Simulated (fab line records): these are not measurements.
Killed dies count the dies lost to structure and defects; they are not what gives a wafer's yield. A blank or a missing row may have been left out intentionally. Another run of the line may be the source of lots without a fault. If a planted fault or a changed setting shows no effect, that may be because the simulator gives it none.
fab line records -- flow n5Finfet
record lots=24, wafers=72, lastDay=18
route steps=1938 shown BEOL_M2@908 BEOL_M3@966
lots untouched by any fault: they come from a run of this same line in which no faults occurred
startH: hours from the record's opening day to when the first of the lot's shown wafers began -- waitH: time in hours since the lot's previous step -- " as in the row above -- L1.1+2: a single row standing in for several wafers -- - no value, or no start given -- * or withheld: withheld -- < > ~ a bound
route shown NAME@n: a module of which the file shows steps, and the number in the route of the first -- usual: mean/standard deviation of fault-free wafers -- same: alike in all rows -- chamber/n: place in a boat -- sites: per-site readings -- _std_site: their standard deviation -- _edge_site: mean of outer sites minus mean of inner sites -- radiusMm: for every site, how far away it sits from the centre of the wafer -- mask NAME#n: copy n -- behind: the most recent tool/chamber to have shaped the wafer -- hold: the reason the lot was held/the length of the hold in hours/how it ended -- device: transistor that didn't switch, given as n, p or np -- end of line: at the end of the route, the tests of the same wafers -- step lacking rows: just its recipe -- killed: at the first sort, the dies lost to defects and structure; wafer yield is something else -- map: per-die view of a wafer (x killed, . not killed, _ where there is no die)
set.NAME: the setting as run; set.NAME@STEP: as run at that earlier step -- model.NAME: the simulator's own value behind a step, which no gauge read
route steps across a sampled set of lots; one table per step, one row per wafer
## steps
# step N5_BEOL_M2_SPUTTER_81
# recipe material=Cu, targetThkA=45, tempC=-20, chamberPressurePa=0.07, powerW=withheld, timeS=8.29
# usual substrateTempC=-20.00/0.11, throttleValvePct=30.6/0.86
lot.wafer,tool,chamber,startH,waitH,substrateTempC,throttleValvePct
L074.3,pvdSputter-03,-,166.34,0.1,-20.04,31.9
L074.4,pvdSputter-03,-,166.34,0.1,-19.94,30.4
L074.5,pvdSputter-03,-,166.34,0.1,-19.95,32.0
L075.2,pvdSputter-02,-,167.90,0.1,-19.93,32.3
L075.3,pvdSputter-02,-,167.90,0.1,-20.04,30.5
L075.5,pvdSputter-02,-,167.90,0.1,-19.94,29.6
L076.1,pvdSputter-03,-,171.12,0.1,-19.95,30.8
L076.2,pvdSputter-03,-,171.12,0.1,-19.98,30.5
L076.4,pvdSputter-03,-,171.12,0.1,-20.13,31.6
L077.4,pvdSputter-01,-,174.09,0.1,-19.99,30.3
L077.5,pvdSputter-01,-,174.09,0.1,-20.00,29.9
L077.6,pvdSputter-01,-,174.09,0.1,-20.10,29.6
L078.2,pvdSputter-02,-,176.98,0.1,-19.96,32.6
L078.3,pvdSputter-02,-,176.98,0.1,-20.11,30.7
L078.6,pvdSputter-02,-,176.98,0.1,-19.95,31.4
L079.2,pvdSputter-01,-,179.15,0.1,-20.14,30.5
L079.3,pvdSputter-01,-,179.15,0.1,-20.07,29.9
L079.4,pvdSputter-01,-,179.15,0.1,-19.97,30.4
L080.2,pvdSputter-03,-,179.80,0.1,-19.90,31.9
L080.4,pvdSputter-03,-,179.80,0.1,-20.01,30.7
L080.5,pvdSputter-03,-,179.80,0.1,-20.18,31.6
L081.2,pvdSputter-01,-,182.95,0.1,-20.13,29.6
L081.5,pvdSputter-01,-,182.95,0.1,-19.76,30.6
L081.6,pvdSputter-01,-,182.95,0.1,-20.14,29.6
L082.1,pvdSputter-02,-,185.08,0.1,-19.89,30.7
L082.2,pvdSputter-02,-,185.08,0.1,-19.94,32.6
L082.6,pvdSputter-02,-,185.08,0.1,-19.96,29.5
L083.4,pvdSputter-03,-,191.37,0.1,-20.12,32.0
L083.5,pvdSputter-03,-,191.37,0.1,-19.86,30.6
L083.6,pvdSputter-03,-,191.37,0.1,-20.07,31.5
L085.1,pvdSputter-02,-,224.40,0.1,-20.03,32.4
L085.4,pvdSputter-02,-,224.40,0.1,-20.25,29.7
L085.5,pvdSputter-02,-,224.40,0.1,-20.11,29.9
L084.2,pvdSputter-01,-,228.20,0.1,-19.93,29.8
L084.4,pvdSputter-01,-,228.20,0.1,-19.93,30.0
L084.6,pvdSputter-01,-,228.20,0.1,-20.01,30.0
L086.1,pvdSputter-02,-,230.64,0.1,-20.06,31.5
L086.4,pvdSputter-02,-,230.64,0.1,-19.99,30.9
L086.6,pvdSputter-02,-,230.64,0.1,-20.25,29.2
L087.1,pvdSputter-01,-,234.11,0.1,-19.94,29.7
L087.2,pvdSputter-01,-,234.11,0.1,-20.06,29.7
L087.3,pvdSputter-01,-,234.11,0.1,-20.09,30.3
L088.1,pvdSputter-02,-,234.34,0.1,-20.04,31.3
L088.3,pvdSputter-02,-,234.34,0.1,-20.08,32.4
L088.4,pvdSputter-02,-,234.34,0.1,-19.89,30.9
L089.4,pvdSputter-03,-,236.14,0.1,-19.92,30.3
L089.5,pvdSputter-03,-,236.14,0.1,-19.95,31.6
L089.6,pvdSputter-03,-,236.14,0.1,-19.97,30.7
L091.1,pvdSputter-01,-,242.54,0.1,-19.96,30.3
L091.3,pvdSputter-01,-,242.54,0.1,-20.08,29.8
L091.6,pvdSputter-01,-,242.54,0.1,-19.95,29.8
L090.1,pvdSputter-02,-,242.56,0.1,-20.09,30.7
L090.2,pvdSputter-02,-,242.56,0.1,-19.86,31.4
L090.3,pvdSputter-02,-,242.56,0.1,-19.78,29.6
L093.1,pvdSputter-03,-,251.32,0.1,-19.78,31.5
L093.4,pvdSputter-03,-,251.32,0.1,-20.10,31.8
L093.6,pvdSputter-03,-,251.32,0.1,-20.12,31.8
L092.1,pvdSputter-01,-,251.49,0.1,-19.83,30.3
L092.4,pvdSputter-01,-,251.49,0.1,-19.98,29.6
L092.5,pvdSputter-01,-,251.49,0.1,-19.88,30.4
L094.2,pvdSputter-02,-,275.70,0.1,-20.13,29.7
L094.3,pvdSputter-02,-,275.70,0.1,-20.15,32.7
L094.6,pvdSputter-02,-,275.70,0.1,-20.01,32.4
L095.2,pvdSputter-01,-,283.35,0.1,-20.21,29.4
L095.4,pvdSputter-01,-,283.35,0.1,-20.14,30.2
L095.5,pvdSputter-01,-,283.35,0.1,-20.00,29.8
L097.2,pvdSputter-03,-,287.68,0.1,-19.99,31.5
L097.3,pvdSputter-03,-,287.68,0.1,-20.05,31.9
L097.5,pvdSputter-03,-,287.68,0.1,-20.10,30.6
L096.3,pvdSputter-01,-,297.49,0.1,-19.87,30.5
L096.4,pvdSputter-01,-,297.49,0.1,-19.95,29.6
L096.6,pvdSputter-01,-,297.49,0.1,-19.83,30.4
# step N5_BEOL_M2_ANNEAL_89
# recipe tempC=400, timeS=240, ambient=vacuum
# usual heaterPowerW=791/56
lot.wafer,tool,chamber,startH,waitH,heaterPowerW
L074.3,pvdSputter-03,-,166.86,0.0,813
L074.4,pvdSputter-03,-,166.86,0.0,755
L074.5,pvdSputter-03,-,166.86,0.0,849
L075.2,pvdSputter-02,-,168.42,0.0,763
L075.3,pvdSputter-02,-,168.42,0.0,697
L075.5,pvdSputter-02,-,168.42,0.0,736
L076.1,pvdSputter-03,-,171.64,0.0,789
L076.2,pvdSputter-03,-,171.64,0.0,741
L076.4,pvdSputter-03,-,171.64,0.0,826
L077.4,pvdSputter-01,-,174.61,0.0,757
L077.5,pvdSputter-01,-,174.61,0.0,860
L077.6,pvdSputter-01,-,174.61,0.0,749
L078.2,pvdSputter-02,-,177.50,0.0,755
L078.3,pvdSputter-02,-,177.50,0.0,696
L078.6,pvdSputter-02,-,177.50,0.0,876
L079.2,pvdSputter-01,-,179.67,0.0,760
L079.3,pvdSputter-01,-,179.67,0.0,857
L079.4,pvdSputter-01,-,179.67,0.0,823
L080.2,pvdSputter-03,-,180.32,0.0,812
L080.4,pvdSputter-03,-,180.32,0.0,788
L080.5,pvdSputter-03,-,180.32,0.0,842
L081.2,pvdSputter-01,-,183.47,0.0,769
L081.5,pvdSputter-01,-,183.47,0.0,837
L081.6,pvdSputter-01,-,183.47,0.0,835
L082.1,pvdSputter-02,-,185.60,0.0,715
L082.2,pvdSputter-02,-,185.60,0.0,776
L082.6,pvdSputter-02,-,185.60,0.0,724
L083.4,pvdSputter-03,-,191.89,0.0,828
L083.5,pvdSputter-03,-,191.89,0.0,727
L083.6,pvdSputter-03,-,191.89,0.0,848
L085.1,pvdSputter-02,-,224.92,0.0,768
L085.4,pvdSputter-02,-,224.92,0.0,770
L085.5,pvdSputter-02,-,224.92,0.0,732
L084.2,pvdSputter-01,-,228.72,0.0,861
L084.4,pvdSputter-01,-,228.72,0.0,845
L084.6,pvdSputter-01,-,228.72,0.0,853
L086.1,pvdSputter-02,-,231.16,0.0,856
L086.4,pvdSputter-02,-,231.16,0.0,707
L086.6,pvdSputter-02,-,231.16,0.0,740
L087.1,pvdSputter-01,-,234.63,0.0,856
L087.2,pvdSputter-01,-,234.63,0.0,787
L087.3,pvdSputter-01,-,234.63,0.0,847
L088.1,pvdSputter-02,-,234.86,0.0,912
L088.3,pvdSputter-02,-,234.86,0.0,771
L088.4,pvdSputter-02,-,234.86,0.0,714
L089.4,pvdSputter-03,-,236.66,0.0,755
L089.5,pvdSputter-03,-,236.66,0.0,835
L089.6,pvdSputter-03,-,236.66,0.0,765
L091.1,pvdSputter-01,-,243.06,0.0,845
L091.3,pvdSputter-01,-,243.06,0.0,851
L091.6,pvdSputter-01,-,243.06,0.0,752
L090.1,pvdSputter-02,-,243.08,0.0,713
L090.2,pvdSputter-02,-,243.08,0.0,886
L090.3,pvdSputter-02,-,243.08,0.0,727
L093.1,pvdSputter-03,-,251.84,0.0,841
L093.4,pvdSputter-03,-,251.84,0.0,822
L093.6,pvdSputter-03,-,251.84,0.0,834
L092.1,pvdSputter-01,-,252.01,0.0,745
L092.4,pvdSputter-01,-,252.01,0.0,770
L092.5,pvdSputter-01,-,252.01,0.0,851
L094.2,pvdSputter-02,-,276.22,0.0,731
L094.3,pvdSputter-02,-,276.22,0.0,761
L094.6,pvdSputter-02,-,276.22,0.0,773
L095.2,pvdSputter-01,-,283.87,0.0,773
L095.4,pvdSputter-01,-,283.87,0.0,839
L095.5,pvdSputter-01,-,283.87,0.0,861
L097.2,pvdSputter-03,-,288.20,0.0,841
L097.3,pvdSputter-03,-,288.20,0.0,842
L097.5,pvdSputter-03,-,288.20,0.0,792
L096.3,pvdSputter-01,-,298.01,0.0,851
L096.4,pvdSputter-01,-,298.01,0.0,839
L096.6,pvdSputter-01,-,298.01,0.0,756
# step N5_BEOL_M2_SPUTTER_92
# recipe material=Cu, targetThkA=45, tempC=-20, chamberPressurePa=0.07, powerW=withheld, timeS=8.29
# usual substrateTempC=-19.99/0.11, throttleValvePct=30.6/0.87
lot.wafer,tool,chamber,startH,waitH,substrateTempC,throttleValvePct
L074.3,pvdSputter-03,-,167.22,0.1,-20.07,31.9
L074.4,pvdSputter-03,-,167.22,0.1,-19.90,30.6
L074.5,pvdSputter-03,-,167.22,0.1,-20.13,32.1
L075.2,pvdSputter-02,-,168.78,0.1,-19.91,32.4
L075.3,pvdSputter-02,-,168.78,0.1,-20.01,30.8
L075.5,pvdSputter-02,-,168.78,0.1,-20.10,29.6
L076.1,pvdSputter-03,-,172.00,0.1,-19.82,30.6
L076.2,pvdSputter-03,-,172.00,0.1,-19.94,30.2
L076.4,pvdSputter-03,-,172.00,0.1,-20.07,32.1
L077.4,pvdSputter-01,-,174.97,0.1,-19.81,30.7
L077.5,pvdSputter-01,-,174.97,0.1,-20.04,29.9
L077.6,pvdSputter-01,-,174.97,0.1,-20.02,29.7
L078.2,pvdSputter-02,-,177.86,0.1,-20.13,32.4
L078.3,pvdSputter-02,-,177.86,0.1,-20.16,30.9
L078.6,pvdSputter-02,-,177.86,0.1,-19.97,31.5
L079.2,pvdSputter-01,-,180.03,0.1,-20.16,30.4
L079.3,pvdSputter-01,-,180.03,0.1,-19.99,29.9
L079.4,pvdSputter-01,-,180.03,0.1,-19.89,30.3
L080.2,pvdSputter-03,-,180.68,0.1,-20.00,31.9
L080.4,pvdSputter-03,-,180.68,0.1,-20.01,30.5
L080.5,pvdSputter-03,-,180.68,0.1,-20.08,31.8
L081.2,pvdSputter-01,-,183.83,0.1,-19.93,29.9
L081.5,pvdSputter-01,-,183.83,0.1,-19.75,30.4
L081.6,pvdSputter-01,-,183.83,0.1,-19.96,29.6
L082.1,pvdSputter-02,-,185.96,0.1,-19.85,30.4
L082.2,pvdSputter-02,-,185.96,0.1,-19.96,32.6
L082.6,pvdSputter-02,-,185.96,0.1,-19.91,29.5
L083.4,pvdSputter-03,-,192.25,0.1,-20.06,32.0
L083.5,pvdSputter-03,-,192.25,0.1,-19.99,30.6
L083.6,pvdSputter-03,-,192.25,0.1,-19.99,31.5
L085.1,pvdSputter-02,-,225.28,0.1,-19.87,32.6
L085.4,pvdSputter-02,-,225.28,0.1,-19.84,29.5
L085.5,pvdSputter-02,-,225.28,0.1,-19.94,29.4
L084.2,pvdSputter-01,-,229.08,0.1,-20.18,29.8
L084.4,pvdSputter-01,-,229.08,0.1,-20.02,30.7
L084.6,pvdSputter-01,-,229.08,0.1,-20.10,29.6
L086.1,pvdSputter-02,-,231.52,0.1,-20.17,31.2
L086.4,pvdSputter-02,-,231.52,0.1,-19.85,30.8
L086.6,pvdSputter-02,-,231.52,0.1,-20.01,29.7
L087.1,pvdSputter-01,-,234.99,0.1,-19.98,29.7
L087.2,pvdSputter-01,-,234.99,0.1,-19.92,29.6
L087.3,pvdSputter-01,-,234.99,0.1,-19.98,30.5
L088.1,pvdSputter-02,-,235.22,0.1,-20.05,31.6
L088.3,pvdSputter-02,-,235.22,0.1,-20.14,32.3
L088.4,pvdSputter-02,-,235.22,0.1,-19.82,30.6
L089.4,pvdSputter-03,-,237.02,0.1,-20.01,30.2
L089.5,pvdSputter-03,-,237.02,0.1,-19.91,32.0
L089.6,pvdSputter-03,-,237.02,0.1,-20.17,30.7
L091.1,pvdSputter-01,-,243.42,0.1,-19.99,30.4
L091.3,pvdSputter-01,-,243.42,0.1,-20.06,29.7
L091.6,pvdSputter-01,-,243.42,0.1,-19.90,29.7
L090.1,pvdSputter-02,-,243.44,0.1,-20.11,30.9
L090.2,pvdSputter-02,-,243.44,0.1,-20.14,31.4
L090.3,pvdSputter-02,-,243.44,0.1,-19.93,29.7
L093.1,pvdSputter-03,-,252.20,0.1,-20.09,31.6
L093.4,pvdSputter-03,-,252.20,0.1,-19.93,31.9
L093.6,pvdSputter-03,-,252.20,0.1,-20.04,31.7
L092.1,pvdSputter-01,-,252.37,0.1,-20.11,30.6
L092.4,pvdSputter-01,-,252.37,0.1,-19.87,29.7
L092.5,pvdSputter-01,-,252.37,0.1,-19.92,30.2
L094.2,pvdSputter-02,-,276.58,0.1,-19.92,29.7
L094.3,pvdSputter-02,-,276.58,0.1,-19.90,32.3
L094.6,pvdSputter-02,-,276.58,0.1,-20.01,32.5
L095.2,pvdSputter-01,-,284.23,0.1,-20.16,29.7
L095.4,pvdSputter-01,-,284.23,0.1,-20.14,30.5
L095.5,pvdSputter-01,-,284.23,0.1,-20.10,29.9
L097.2,pvdSputter-03,-,288.56,0.1,-19.95,31.4
L097.3,pvdSputter-03,-,288.56,0.1,-19.92,31.9
L097.5,pvdSputter-03,-,288.56,0.1,-19.93,30.6
L096.3,pvdSputter-01,-,298.37,0.1,-20.01,30.1
L096.4,pvdSputter-01,-,298.37,0.1,-20.00,29.8
L096.6,pvdSputter-01,-,298.37,0.1,-19.92,30.2
# step N5_BEOL_M2_SPUTTER_94
# recipe material=Cu, targetThkA=45, tempC=-20, chamberPressurePa=0.07, powerW=withheld, timeS=8.29
# usual substrateTempC=-19.99/0.11, throttleValvePct=30.6/0.88
lot.wafer,tool,chamber,startH,waitH,substrateTempC,throttleValvePct
L074.3,pvdSputter-03,-,167.44,0.1,-20.04,31.6
L074.4,pvdSputter-03,-,167.44,0.1,-20.06,30.5
L074.5,pvdSputter-03,-,167.44,0.1,-20.00,31.8
L075.2,pvdSputter-02,-,169.00,0.1,-19.93,32.5
L075.3,pvdSputter-02,-,169.00,0.1,-20.27,30.5
L075.5,pvdSputter-02,-,169.00,0.1,-19.92,29.6
L076.1,pvdSputter-03,-,172.22,0.1,-20.01,30.7
L076.2,pvdSputter-03,-,172.22,0.1,-19.88,30.4
L076.4,pvdSputter-03,-,172.22,0.1,-19.91,32.1
L077.4,pvdSputter-01,-,175.19,0.1,-19.89,30.4
L077.5,pvdSputter-01,-,175.19,0.1,-19.79,29.6
L077.6,pvdSputter-01,-,175.19,0.1,-19.78,29.8
L078.2,pvdSputter-02,-,178.08,0.1,-19.89,32.4
L078.3,pvdSputter-02,-,178.08,0.1,-20.02,30.7
L078.6,pvdSputter-02,-,178.08,0.1,-19.95,31.4
L079.2,pvdSputter-01,-,180.25,0.1,-19.76,30.3
L079.3,pvdSputter-01,-,180.25,0.1,-19.91,29.7
L079.4,pvdSputter-01,-,180.25,0.1,-19.84,30.4
L080.2,pvdSputter-03,-,180.90,0.1,-20.07,31.9
L080.4,pvdSputter-03,-,180.90,0.1,-19.99,30.8
L080.5,pvdSputter-03,-,180.90,0.1,-20.02,32.0
L081.2,pvdSputter-01,-,184.05,0.1,-19.84,29.6
L081.5,pvdSputter-01,-,184.05,0.1,-20.14,30.4
L081.6,pvdSputter-01,-,184.05,0.1,-20.08,29.9
L082.1,pvdSputter-02,-,186.18,0.1,-19.99,30.8
L082.2,pvdSputter-02,-,186.18,0.1,-20.10,32.3
L082.6,pvdSputter-02,-,186.18,0.1,-20.15,29.6
L083.4,pvdSputter-03,-,192.47,0.1,-19.74,31.7
L083.5,pvdSputter-03,-,192.47,0.1,-19.93,30.5
L083.6,pvdSputter-03,-,192.47,0.1,-20.11,31.4
L085.1,pvdSputter-02,-,225.50,0.1,-20.14,32.4
L085.4,pvdSputter-02,-,225.50,0.1,-19.86,29.5
L085.5,pvdSputter-02,-,225.50,0.1,-19.60,29.6
L084.2,pvdSputter-01,-,229.30,0.1,-19.99,30.0
L084.4,pvdSputter-01,-,229.30,0.1,-19.91,30.6
L084.6,pvdSputter-01,-,229.30,0.1,-19.87,29.8
L086.1,pvdSputter-02,-,231.74,0.1,-19.80,31.4
L086.4,pvdSputter-02,-,231.74,0.1,-20.09,30.7
L086.6,pvdSputter-02,-,231.74,0.1,-19.97,29.5
L087.1,pvdSputter-01,-,235.21,0.1,-20.04,29.6
L087.2,pvdSputter-01,-,235.21,0.1,-20.00,29.6
L087.3,pvdSputter-01,-,235.21,0.1,-20.22,30.2
L088.1,pvdSputter-02,-,235.44,0.1,-20.05,31.4
L088.3,pvdSputter-02,-,235.44,0.1,-20.03,32.5
L088.4,pvdSputter-02,-,235.44,0.1,-20.01,30.8
L089.4,pvdSputter-03,-,237.24,0.1,-20.02,30.4
L089.5,pvdSputter-03,-,237.24,0.1,-19.91,31.6
L089.6,pvdSputter-03,-,237.24,0.1,-19.93,30.8
L091.1,pvdSputter-01,-,243.64,0.1,-19.96,30.1
L091.3,pvdSputter-01,-,243.64,0.1,-19.94,29.5
L091.6,pvdSputter-01,-,243.64,0.1,-19.85,29.7
L090.1,pvdSputter-02,-,243.66,0.1,-19.97,30.7
L090.2,pvdSputter-02,-,243.66,0.1,-20.11,31.5
L090.3,pvdSputter-02,-,243.66,0.1,-20.06,29.6
L093.1,pvdSputter-03,-,252.42,0.1,-20.14,31.4
L093.4,pvdSputter-03,-,252.42,0.1,-20.26,31.9
L093.6,pvdSputter-03,-,252.42,0.1,-20.20,31.9
L092.1,pvdSputter-01,-,252.59,0.1,-19.90,30.6
L092.4,pvdSputter-01,-,252.59,0.1,-19.75,29.7
L092.5,pvdSputter-01,-,252.59,0.1,-20.10,30.3
L094.2,pvdSputter-02,-,276.80,0.1,-20.01,29.6
L094.3,pvdSputter-02,-,276.80,0.1,-20.11,32.5
L094.6,pvdSputter-02,-,276.80,0.1,-20.11,32.4
L095.2,pvdSputter-01,-,284.45,0.1,-20.06,29.7
L095.4,pvdSputter-01,-,284.45,0.1,-19.89,30.1
L095.5,pvdSputter-01,-,284.45,0.1,-19.95,29.8
L097.2,pvdSputter-03,-,288.78,0.1,-20.05,31.4
L097.3,pvdSputter-03,-,288.78,0.1,-19.94,31.8
L097.5,pvdSputter-03,-,288.78,0.1,-19.99,30.4
L096.3,pvdSputter-01,-,298.59,0.1,-20.10,30.2
L096.4,pvdSputter-01,-,298.59,0.1,-19.93,29.5
L096.6,pvdSputter-01,-,298.59,0.1,-19.91,30.5
# step N5_BEOL_M2_THK_MEAS_53
# recipe thkMeasGauge=xrf, reads=Cu_of_BEOL_M2_ECD_50
# usual M2_THK=41.0/1.5
lot.wafer,tool,chamber,startH,waitH,M2_THK[nm]
L074.3,filmMetro-01,-,168.79,-,40.1
L074.4,filmMetro-01,-,168.79,-,39.2
L074.5,filmMetro-01,-,168.79,-,38.6
L075.2,filmMetro-01,-,170.02,-,43.0
L075.3,filmMetro-01,-,170.02,-,42.7
L075.5,filmMetro-01,-,170.02,-,42.7
L076.1,filmMetro-01,-,173.23,-,42.7
L076.2,filmMetro-01,-,173.23,-,40.5
L076.4,filmMetro-01,-,173.23,-,39.7
L077.4,filmMetro-02,-,176.32,-,39.2
L077.5,filmMetro-02,-,176.32,-,37.7
L077.6,filmMetro-02,-,176.32,-,41.1
L078.2,filmMetro-01,-,179.09,-,41.8
L078.3,filmMetro-01,-,179.09,-,41.2
L078.6,filmMetro-01,-,179.09,-,41.1
L079.2,filmMetro-01,-,181.26,-,41.0
L079.3,filmMetro-01,-,181.26,-,40.5
L079.4,filmMetro-01,-,181.26,-,41.5
L080.2,filmMetro-02,-,181.91,-,41.4
L080.4,filmMetro-02,-,181.91,-,39.9
L080.5,filmMetro-02,-,181.91,-,38.6
L081.2,filmMetro-01,-,185.13,-,38.0
L081.5,filmMetro-01,-,185.13,-,39.3
L081.6,filmMetro-01,-,185.13,-,38.4
L082.1,filmMetro-01,-,187.19,-,38.6
L082.2,filmMetro-01,-,187.19,-,38.1
L082.6,filmMetro-01,-,187.19,-,41.6
L083.4,filmMetro-01,-,194.05,-,38.8
L083.5,filmMetro-01,-,194.05,-,39.8
L083.6,filmMetro-01,-,194.05,-,40.4
L085.1,filmMetro-02,-,226.51,-,40.5
L085.4,filmMetro-02,-,226.51,-,40.7
L085.5,filmMetro-02,-,226.51,-,41.8
L084.2,filmMetro-01,-,230.32,-,41.0
L084.4,filmMetro-01,-,230.32,-,42.8
L084.6,filmMetro-01,-,230.32,-,42.7
L086.1,filmMetro-02,-,232.91,-,40.7
L086.4,filmMetro-02,-,232.91,-,41.8
L086.6,filmMetro-02,-,232.91,-,41.6
L087.1,filmMetro-01,-,236.31,-,41.6
L087.2,filmMetro-01,-,236.31,-,44.0
L087.3,filmMetro-01,-,236.31,-,42.1
L088.1,filmMetro-02,-,236.54,-,43.1
L088.3,filmMetro-02,-,236.54,-,38.8
L088.4,filmMetro-02,-,236.54,-,40.4
L089.4,filmMetro-01,-,238.56,-,43.1
L089.5,filmMetro-01,-,238.56,-,41.5
L089.6,filmMetro-01,-,238.56,-,43.1
L091.1,filmMetro-01,-,244.65,-,42.5
L091.3,filmMetro-01,-,244.65,-,39.2
L091.6,filmMetro-01,-,244.65,-,41.5
L090.1,filmMetro-02,-,244.69,-,42.4
L090.2,filmMetro-02,-,244.69,-,41.2
L090.3,filmMetro-02,-,244.69,-,42.1
L093.1,filmMetro-01,-,253.43,-,42.0
L093.4,filmMetro-01,-,253.43,-,40.2
L093.6,filmMetro-01,-,253.43,-,43.2
L092.1,filmMetro-02,-,253.60,-,39.5
L092.4,filmMetro-02,-,253.60,-,37.0
L092.5,filmMetro-02,-,253.60,-,38.7
L094.2,filmMetro-02,-,277.82,-,41.0
L094.3,filmMetro-02,-,277.82,-,42.6
L094.6,filmMetro-02,-,277.82,-,42.7
L095.2,filmMetro-02,-,285.75,-,40.0
L095.4,filmMetro-02,-,285.75,-,39.9
L095.5,filmMetro-02,-,285.75,-,40.1
L097.2,filmMetro-02,-,289.79,-,39.8
L097.3,filmMetro-02,-,289.79,-,39.4
L097.5,filmMetro-02,-,289.79,-,38.6
L096.3,filmMetro-02,-,299.60,-,40.6
L096.4,filmMetro-02,-,299.60,-,40.9
L096.6,filmMetro-02,-,299.60,-,39.6
# step N5_BEOL_M3_CD_MEAS_28
# recipe targetCdNm=25.7, landingEnergyEv=500, detector=seInlens, targetCdYNm=23.3, polarity=opening
# usual cdNm=25.75/0.23
lot.wafer,tool,chamber,startH,waitH,cdNm
L074.3,cdSem-03,0,172.91,-,26.03
L074.4,cdSem-03,0,172.91,-,25.84
L074.5,cdSem-03,0,172.91,-,25.32
L075.2,cdSem-03,0,173.09,-,25.79
L075.3,cdSem-03,0,173.09,-,25.58
L075.5,cdSem-03,0,173.09,-,25.91
L076.1,cdSem-02,0,176.00,-,25.92
L076.2,cdSem-02,0,176.00,-,25.98
L076.4,cdSem-02,0,176.00,-,26.17
L077.4,cdSem-03,0,179.60,-,25.85
L077.5,cdSem-03,0,179.60,-,25.92
L077.6,cdSem-03,0,179.60,-,25.35
L078.2,cdSem-03,0,184.47,-,25.99
L078.3,cdSem-03,0,184.47,-,25.73
L078.6,cdSem-03,0,184.47,-,25.80
L079.2,cdSem-03,0,185.12,-,25.99
L079.3,cdSem-03,0,185.12,-,25.96
L079.4,cdSem-03,0,185.12,-,26.23
L080.2,cdSem-03,0,185.39,-,25.68
L080.4,cdSem-03,0,185.39,-,25.88
L080.5,cdSem-03,0,185.39,-,25.87
L081.2,cdSem-02,0,188.08,-,25.44
L081.5,cdSem-02,0,188.08,-,25.72
L081.6,cdSem-02,0,188.08,-,25.39
L082.1,cdSem-01,0,189.15,-,25.64
L082.2,cdSem-01,0,189.15,-,25.75
L082.6,cdSem-01,0,189.15,-,26.04
L083.4,cdSem-01,0,196.40,-,25.49
L083.5,cdSem-01,0,196.40,-,25.77
L083.6,cdSem-01,0,196.40,-,26.49
L085.1,cdSem-02,0,230.58,-,25.68
L085.4,cdSem-02,0,230.58,-,25.69
L085.5,cdSem-02,0,230.58,-,25.40
L084.2,cdSem-02,0,233.75,-,25.69
L084.4,cdSem-02,0,233.75,-,25.69
L084.6,cdSem-02,0,233.75,-,25.22
L086.1,cdSem-01,0,235.19,-,25.43
L086.4,cdSem-01,0,235.19,-,25.64
L086.6,cdSem-01,0,235.19,-,25.45
L087.1,cdSem-01,0,238.84,-,25.96
L087.2,cdSem-01,0,238.84,-,25.98
L087.3,cdSem-01,0,238.84,-,25.74
L088.1,cdSem-02,0,239.17,-,25.73
L088.3,cdSem-02,0,239.17,-,25.70
L088.4,cdSem-02,0,239.17,-,25.67
L089.4,cdSem-01,0,242.24,-,25.80
L089.5,cdSem-01,0,242.24,-,25.81
L089.6,cdSem-01,0,242.24,-,25.57
L091.1,cdSem-03,0,247.91,-,25.95
L091.3,cdSem-03,0,247.91,-,25.68
L091.6,cdSem-03,0,247.91,-,25.59
L090.1,cdSem-01,0,248.06,-,25.46
L090.2,cdSem-01,0,248.06,-,25.96
L090.3,cdSem-01,0,248.06,-,25.68
L093.1,cdSem-03,0,256.79,-,25.83
L093.4,cdSem-03,0,256.79,-,26.00
L093.6,cdSem-03,0,256.79,-,25.51
L092.1,cdSem-02,0,257.15,-,25.70
L092.4,cdSem-02,0,257.15,-,25.55
L092.5,cdSem-02,0,257.15,-,25.53
L094.2,cdSem-01,0,280.94,-,25.70
L094.3,cdSem-01,0,280.94,-,25.58
L094.6,cdSem-01,0,280.94,-,26.09
L095.2,cdSem-02,0,289.82,-,26.02
L095.4,cdSem-02,0,289.82,-,25.84
L095.5,cdSem-02,0,289.82,-,25.77
L097.2,cdSem-03,0,294.19,-,25.50
L097.3,cdSem-03,0,294.19,-,25.71
L097.5,cdSem-03,0,294.19,-,25.39
L096.3,cdSem-01,0,302.77,-,25.98
L096.4,cdSem-01,0,302.77,-,25.50
L096.6,cdSem-01,0,302.77,-,26.06
## key
fault none
